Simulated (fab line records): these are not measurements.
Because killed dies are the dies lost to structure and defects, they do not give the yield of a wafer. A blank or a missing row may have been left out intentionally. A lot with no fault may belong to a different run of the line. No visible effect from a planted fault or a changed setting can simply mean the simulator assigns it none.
fab line records	flow n5Finfet	part 2 of 2: steps 5 to 6 of 6
[record] lots = 20	wafers = 60	lastDay = 18
route steps=1938 shown GATE_CUT@468
lots with no fault: from the same line, run without faults
startH: hours from the record's opening day to when the first of the lot's shown wafers began	waitH: hours since the lot's step before	" as in the row above	L1.1+2: several wafers, shown together as one row	- either no value or no given start	* or withheld: withheld	< > ~ a bound
route shown NAME@n: a module of which the file shows steps, and the number in the route of the first	usual: average and standard deviation across the fault-free wafers	same: alike in all rows	chamber/n: place in a boat	sites: per-site readings	_std_site: standard deviation of those values	_edge_site: mean of outer sites minus mean of inner sites	radiusMm: for every site, how far away it sits from the centre of the wafer	mask NAME#n: copy n	behind: the tool/chamber that last shaped the wafer	hold: what put the lot on hold/how long, in hours/how the hold closed	device: which transistor (n, p or np) failed to switch	end of line: tests run on the same wafers once the route is complete	a step without rows: its recipe alone	killed: dies that structure and defects cost at the first sort, which is not the same as the wafer's yield	map: a wafer's dies, x killed, . not, _ none there
set.NAME: the setting as run; set.NAME@STEP: as run at that earlier step	model.NAME: the simulator's own value behind a step, which no gauge read
a sample of lots followed through the steps of the route, with each step as a table and each wafer as a row
services: when a tool's chamber went out of use (startH, in hours from the record's first day, below 0 if earlier), for how many hours, and the reason
[[steps]]
[step N5_GATE_CUT_ETCH_19]
[recipe] chemistry = CH3F/O2	target = SiNx	maskMaterial = SiO2	targetDepthA = 537	timeS = 76.7	pressureMtorr = 30	sourceW = 395	biasW = 73	Ar_flow_sccm = 150	CH3F_flow_sccm = 30	O2_flow_sccm = 20	ionEnergyEv = 120	ends = cleared
[usual] biasW = 73.03/0.23	drypumpMotorCurrentA = 5.7/0.38	etchRfOnTimeS = 76.7/1.5	oes_ar_750_au = 0.81/0.085	oesProductAu = 0.69/0.078	rfVppV = 298/3.3	showerheadPlenumPTorr = 2.02/0.051	throttleValvePct = 16.33/0.18
lot.wafer	tool	chamber	startH	waitH	biasW	drypumpMotorCurrentA	etchRfOnTimeS	oes_ar_750_au	oesProductAu	rfHoursCounterH	rfVppV	showerheadPlenumPTorr	throttleValvePct
L074.1	rieDiel-04	2	81.97	0.0	72.76	6.4	74.6	0.92	0.80	18	301	2.05	16.33
L074.3	"	0	"	"	72.94	5.9	75.5	0.80	0.68	105	294	2.02	16.18
L074.6	"	0	"	"	72.90	5.9	75.6	0.81	0.69	-	294	2.02	16.17
L075.1	rieDiel-04	2	93.69	0.0	73.06	6.4	75.9	0.92	0.78	22	303	2.05	16.32
L075.3	"	1	"	"	73.16	5.3	78.9	0.67	0.57	268	300	1.95	16.48
L075.4	"	2	"	"	73.51	6.3	75.3	0.91	0.79	-	301	2.05	16.32
L077.1	rieDiel-04	0	103.58	0.0	73.45	5.9	76.3	0.80	0.68	113	295	2.02	16.20
L077.3	"	2	"	"	72.82	6.4	75.8	0.91	0.78	26	301	2.05	16.33
L077.6	"	1	"	"	73.22	5.4	79.3	0.68	0.56	-	299	1.95	16.49
L076.1	rieDiel-02	2	104.55	0.0	72.88	5.6	77.5	0.77	0.66	141	296	2.00	16.09
L076.3	"	1	"	"	73.28	4.9	78.7	0.70	0.59	229	295	2.05	16.41
L076.6	"	2	"	"	72.69	5.6	77.3	0.77	0.66	-	296	2.00	16.09
L078.2	rieDiel-05	3	109.56	0.0	73.56	5.6	76.3	0.98	0.83	1	297	1.98	16.17
L078.4	"	1	"	"	73.04	5.6	74.0	0.77	0.66	134	297	2.02	16.31
L078.5	"	1	"	"	72.77	5.6	73.8	0.77	0.66	-	297	2.02	16.31
L080.2	rieDiel-05	1	121.47	0.0	72.69	5.6	74.6	0.77	0.66	136	297	2.02	16.30
L080.4	"	0	"	"	73.35	6.2	77.0	0.76	0.65	152	300	2.09	16.62
L080.5	"	0	"	"	73.00	6.2	76.9	0.76	0.64	-	299	2.09	16.64
L081.1	rieDiel-04	3	124.74	0.0	72.86	5.7	76.6	0.89	0.77	20	304	2.05	16.36
L081.4	"	3	"	"	72.69	5.7	75.8	0.90	0.78	-	304	2.05	16.37
L081.5	"	2	"	"	72.95	6.4	74.3	0.90	0.77	-	301	2.04	16.34
L082.1	rieDiel-04	2	132.32	0.0	73.27	6.4	74.2	0.89	0.77	36	303	2.04	16.34
L082.3	"	3	"	"	72.93	5.7	75.9	0.88	0.78	23	304	2.05	16.37
L082.5	"	3	"	"	73.05	5.7	75.8	0.89	0.77	-	303	2.05	16.36
L083.1	rieDiel-05	2	137.73	0.0	73.26	5.4	77.6	0.90	0.78	26	295	2.03	16.14
L083.5	"	2	"	"	73.29	5.5	77.5	0.90	0.78	-	298	2.03	16.13
L083.6	"	3	"	"	72.65	5.6	76.9	0.95	0.79	-	299	1.98	16.19
L084.2	rieDiel-02	0	144.52	0.0	72.87	5.4	80.0	0.69	0.58	245	294	1.88	16.35
L084.3	"	2	"	"	72.85	5.5	78.3	0.75	0.64	152	296	1.99	16.13
L084.5	"	3	"	"	73.24	5.2	78.1	0.72	0.61	-	304	2.09	16.55
L085.3	rieDiel-02	1	150.18	0.0	73.21	4.9	80.1	0.69	0.58	242	295	2.05	16.44
L085.5	"	1	"	"	73.14	4.9	79.5	0.69	0.58	-	293	2.05	16.44
L085.6	"	3	"	"	73.21	5.2	77.6	0.72	0.61	-	301	2.09	16.57
L086.1	rieDiel-05	2	162.69	0.0	72.95	5.5	77.2	0.89	0.77	32	297	2.03	16.14
L086.3	"	3	"	"	72.74	5.6	76.7	0.93	0.79	14	298	1.98	16.21
L086.4	"	1	"	"	73.00	5.6	74.8	0.76	0.65	147	296	2.01	16.33
L087.2	rieDiel-05	2	163.26	0.0	73.15	5.5	77.1	0.89	0.77	32	295	2.03	16.15
L087.3	"	3	"	"	73.18	5.6	77.2	0.93	0.78	14	297	1.98	16.19
L087.5	"	0	"	"	73.17	6.2	77.1	0.75	0.64	-	300	2.08	16.65
L088.1	rieDiel-04	1	169.65	0.0	73.36	5.3	74.4	0.94	0.82	7	301	1.95	16.03
L088.4	"	3	"	"	73.33	5.7	76.7	0.86	0.74	35	304	2.04	16.39
L088.5	"	0	"	"	72.89	5.9	75.7	0.79	0.66	-	294	2.01	16.23
L091.3	rieDiel-04	3	186.35	0.0	73.30	5.7	77.2	0.86	0.74	39	305	2.04	16.40
L091.4	"	2	"	"	73.18	6.4	76.2	0.87	0.75	49	301	2.04	16.37
L091.6	"	3	"	"	72.72	5.7	76.5	0.85	0.74	-	307	2.04	16.39
L090.1	rieDiel-04	2	187.45	0.0	73.12	6.4	74.7	0.87	0.76	49	302	2.04	16.38
L090.3	"	0	"	"	73.02	5.9	76.0	0.78	0.66	140	295	2.01	16.25
L090.5	"	0	"	"	73.18	5.9	76.3	0.77	0.66	-	294	2.01	16.25
L093.3	rieDiel-05	0	206.96	0.0	73.00	6.2	77.3	0.74	0.63	176	302	2.08	16.68
L093.4	"	1	"	"	72.93	5.6	76.0	0.75	0.64	159	297	2.01	16.36
L093.6	"	1	"	"	72.85	5.6	75.4	0.75	0.64	-	295	2.01	16.35
L094.1	rieDiel-05	1	210.94	0.0	72.90	5.6	75.9	0.75	0.63	160	297	2.01	16.35
L094.5	"	0	"	"	73.14	6.2	76.9	0.74	0.63	-	301	2.08	16.68
L094.6	"	1	"	"	72.98	5.6	76.0	0.75	0.64	-	295	2.01	16.34
L096.1	rieDiel-05	2	223.66	0.0	72.58	5.5	77.2	0.86	0.75	53	298	2.03	16.18
L096.5	"	2	"	"	72.71	5.5	77.5	0.86	0.74	-	296	2.03	16.17
L096.6	"	0	"	"	73.39	6.2	77.6	0.74	0.62	-	299	2.08	16.69
L097.1	rieDiel-04	0	227.70	0.0	72.98	5.9	76.2	0.77	0.65	151	294	2.01	16.28
L097.2	"	2	"	"	72.82	6.4	74.6	0.85	0.74	61	301	2.04	16.39
L097.3	"	1	"	"	73.31	5.3	74.9	0.90	0.78	24	300	1.95	16.06
[step N5_GATE_CUT_CUT_ETCH_53]
[recipe] chemistry = SF6/Cl2	target = W	maskMaterial = SiO2	targetDepthA = 792	pressureMtorr = 8	icpW = 900	biasW = 80	SF6_flow_sccm = 40	Cl2_flow_sccm = 60	ends = cleared
[usual] biasW = 80.03/0.24	drypumpMotorCurrentA = 5.9/0.41	etchRfOnTimeS = 26.3/0.57	oesProductAu = 0.70/0.077	throttleValvePct = 29.0/0.32
lot.wafer	tool	chamber	startH	waitH	biasW	drypumpMotorCurrentA	etchRfOnTimeS	oesProductAu	rfHoursCounterH	throttleValvePct
L074.1	rieMetal-03	1	82.07	0.1	80.08	5.9	26.5	0.74	30	28.9
L074.3	"	1	"	"	79.82	5.9	26.8	0.74	-	28.9
L074.6	"	1	"	"	79.80	5.9	26.7	0.74	-	28.9
L075.1	rieMetal-02	0	93.80	0.1	79.98	5.6	26.8	0.72	33	29.1
L075.3	"	1	"	"	79.93	5.4	26.7	0.63	-	28.9
L075.4	"	0	"	"	79.72	5.6	26.7	0.71	-	29.1
L077.1	rieMetal-03	1	103.69	0.1	79.86	5.9	27.0	0.73	32	28.9
L077.3	"	0	"	"	80.38	6.6	26.3	0.79	-	28.8
L077.6	"	0	"	"	80.08	6.6	26.2	0.79	-	28.8
L076.1	rieMetal-01	0	104.66	0.1	80.44	5.7	25.4	0.82	9	28.7
L076.3	"	1	"	"	80.01	6.1	26.4	0.60	-	29.6
L076.6	"	1	"	"	80.32	6.1	26.3	0.61	-	29.6
L078.2	rieMetal-02	0	109.67	0.1	80.06	5.6	26.8	0.70	35	29.1
L078.4	"	1	"	"	80.05	5.3	26.7	0.63	-	28.9
L078.5	"	0	"	"	80.00	5.6	26.6	0.71	-	29.1
L080.2	rieMetal-01	0	121.58	0.1	80.55	5.7	25.3	0.82	10	28.7
L080.4	"	0	"	"	80.39	5.7	25.2	0.82	-	28.7
L080.5	"	1	"	"	80.30	6.1	26.3	0.60	-	29.6
L081.1	rieMetal-03	0	124.85	0.1	80.24	6.6	26.1	0.80	20	28.8
L081.4	"	1	"	"	79.63	5.9	27.0	0.72	-	28.9
L081.5	"	0	"	"	79.94	6.6	26.3	0.78	-	28.8
L082.1	rieMetal-01	0	132.42	0.1	80.26	5.7	25.4	0.81	12	28.7
L082.3	"	1	"	"	79.87	6.1	26.6	0.60	-	29.6
L082.5	"	0	"	"	79.80	5.7	25.5	0.80	-	28.7
L083.1	rieMetal-02	1	137.84	0.1	79.99	5.3	26.4	0.63	74	28.9
L083.5	"	1	"	"	79.89	5.3	26.3	0.63	-	28.9
L083.6	"	0	"	"	80.01	5.6	26.3	0.71	-	29.1
L084.2	rieMetal-01	0	144.62	0.1	79.98	5.7	25.1	0.81	13	28.7
L084.3	"	1	"	"	80.20	6.1	26.4	0.60	-	29.6
L084.5	"	0	"	"	79.93	5.7	25.0	0.81	-	28.7
L085.3	rieMetal-02	1	150.31	0.1	79.54	5.3	26.6	0.62	-	28.9
L085.5	"	0	"	"	80.20	5.6	26.7	0.70	-	29.1
L085.6	"	1	"	"	80.21	5.4	26.8	0.63	-	28.9
L086.1	rieMetal-02	0	162.79	0.1	80.19	5.6	26.7	0.70	39	29.1
L086.3	"	0	"	"	80.43	5.6	26.7	0.70	-	29.1
L086.4	"	1	"	"	80.29	5.3	26.6	0.62	-	28.9
L087.2	rieMetal-03	1	163.37	0.1	80.25	5.9	27.0	0.72	35	28.9
L087.3	"	1	"	"	79.97	5.9	27.2	0.71	-	28.9
L087.5	"	0	"	"	80.02	6.7	26.4	0.78	-	28.8
L088.1	rieMetal-01	0	169.76	0.1	80.15	5.7	25.0	0.79	16	28.7
L088.4	"	0	"	"	80.10	5.6	25.2	0.79	-	28.7
L088.5	"	1	"	"	79.97	6.1	26.4	0.60	-	29.6
L091.3	rieMetal-03	1	186.49	0.1	80.04	5.9	26.5	0.72	-	28.9
L091.4	"	0	"	"	80.19	6.7	25.8	0.78	-	28.8
L091.6	"	1	"	"	80.24	5.9	26.5	0.72	-	28.9
L090.1	rieMetal-01	0	187.56	0.1	80.24	5.7	25.4	0.79	17	28.7
L090.3	"	0	"	"	80.05	5.7	25.5	0.79	-	28.7
L090.5	"	1	"	"	79.98	6.1	26.6	0.59	-	29.6
L093.3	rieMetal-01	1	207.09	0.1	80.00	6.1	26.7	0.58	-	29.6
L093.4	"	0	"	"	80.50	5.7	25.1	0.78	-	28.7
L093.6	"	1	"	"	79.99	6.1	26.5	0.59	-	29.6
L094.1	rieMetal-03	0	211.05	0.1	79.34	6.7	26.3	0.77	25	28.8
L094.5	"	1	"	"	79.84	5.9	26.9	0.71	-	28.9
L094.6	"	0	"	"	79.48	6.7	26.2	0.77	-	28.8
L096.1	rieMetal-01	0	223.77	0.1	80.13	5.7	25.5	0.77	21	28.7
L096.5	"	0	"	"	80.17	5.7	25.5	0.77	-	28.7
L096.6	"	1	"	"	80.03	6.1	26.5	0.59	-	29.6
L097.1	rieMetal-02	0	227.81	0.1	80.01	5.6	27.2	0.68	43	29.1
L097.2	"	1	"	"	80.06	5.4	26.7	0.61	81	28.9
L097.3	"	1	"	"	79.56	5.3	27.0	0.61	-	28.9
[[services]]
tool	chamber	startH	hours	kind
rieDiel-05	3	55.54	9.2	repair
aldSin-01	-	56.04	2.8	pm
rieDiel-04	0	57.00	4.1	repair
rieMetal-02	-	59.38	0.2	repair
aldSin-01	3	61.45	1.4	repair
rieDiel-05	2	63.93	2.1	repair
aldSin-01	3	74.59	11.9	repair
aldSin-04	3	97.85	6.5	repair
rieDiel-05	1	112.71	3.3	repair
aldSin-03	-	120.00	1.0	repair
rieDiel-04	2	143.32	5.9	repair
rieDiel-04	-	144.48	0.2	repair
rieDiel-02	2	145.20	5.7	repair
rieMetal-02	-	153.70	1.6	repair
aldSin-01	1	169.99	14.6	repair
rieDiel-02	-	174.67	14.6	pm
aldSin-03	-	176.75	14.0	pm
rieMetal-02	0	185.95	2.6	repair
rieDiel-02	0	190.78	2.9	repair
aldSin-01	-	201.19	0.7	repair
rieDiel-02	3	201.95	4.0	repair
aldSin-01	0	209.91	11.0	repair
rieDiel-05	3	210.20	15.3	repair
aldSin-01	0	224.66	3.4	repair
